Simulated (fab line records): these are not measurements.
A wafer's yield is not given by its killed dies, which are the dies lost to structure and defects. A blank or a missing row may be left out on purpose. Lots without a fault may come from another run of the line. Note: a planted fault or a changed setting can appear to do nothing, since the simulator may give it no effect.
Which tool is to blame? -- flow nand-harc -- 7 lots with 19 wafers sampled at 2 steps, on a route of 1302 steps

## WHAT EACH GAUGE READ, for each wafer
NHARC_A_ONON_D2_THK_MEAS_14: measures by ellipsometry.
lot,measured,on,thk-nm (nm)
L456,day 12 19:17,film-metro-01,1008 1008 1009
L458,day 14 05:05,film-metro-01,983 983 985
L460,day 14 22:13,film-metro-02,1007 1006 1005
L462,day 15 10:43,film-metro-02,994 993 994
L464,day 16 02:03,film-metro-02,998 998 998
L469,day 18 13:25,film-metro-02,669 985
L473,day 20 06:23,film-metro-01,691 692

## WHICH TOOL RAN EACH LOT (tool, then ch and the chambers of the sampled wafers, then the start)
lot,NHARC_A_ONON_D2_DEP_12
L456,"pecvd-onon-03 ch 0, day 12 18:53"
L458,"pecvd-onon-03 ch 0, day 14 04:38"
L460,"pecvd-onon-02 ch 0, day 14 21:42"
L462,"pecvd-onon-02 ch 0, day 15 10:15"
L464,"pecvd-onon-04 ch 0, day 16 01:39"
L469,"pecvd-onon-02 ch 0, day 18 12:58"
L473,"pecvd-onon-02 ch 0, day 20 05:56"
- NHARC_A_ONON_D2_DEP_12: target thk 1000 nm.

## THE ANSWER, worked out from the rows above alone
Rule: what is usual is taken from the lots themselves. Put in order of their means at a reading, lots are off if they are a third of the lots or fewer, leave a main group of 4 or more, and stand apart from it by a gap of 3 or more times the standard deviation of the main group's means; of several such gaps the widest counts. A main group is skipped when, at the precision printed for the reading in the tables above, its means are all equal. A lot without any number at a reading at which 4 lots or more have one is off too. Any other lot the step has rows for is counted as sound.
Off: L469, L473 (NHARC_A_ONON_D2_THK_MEAS_14, thk-nm). The main group has a mean of 998 nm with a standard deviation of 8.9.
A tool fits if, at a process step before that reading, it ran every lot that is off, and no sound lot after the first of them. Gauges at NHARC_A_ONON_D2_THK_MEAS_14: tried the same way as those tools. One fits: NHARC_A_ONON_D2_DEP_12 on pecvd-onon-02. Its last sound lot is L462 (day 15 10:15), its first lot that is off L469 (day 18 12:58): a fault that began between those two fits.

## WHAT WAS PUT IN BY THE SIMULATOR
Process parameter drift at NHARC_A_ONON_D2_DEP_12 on pecvd-onon-02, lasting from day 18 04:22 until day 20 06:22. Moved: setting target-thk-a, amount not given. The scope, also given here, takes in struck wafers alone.
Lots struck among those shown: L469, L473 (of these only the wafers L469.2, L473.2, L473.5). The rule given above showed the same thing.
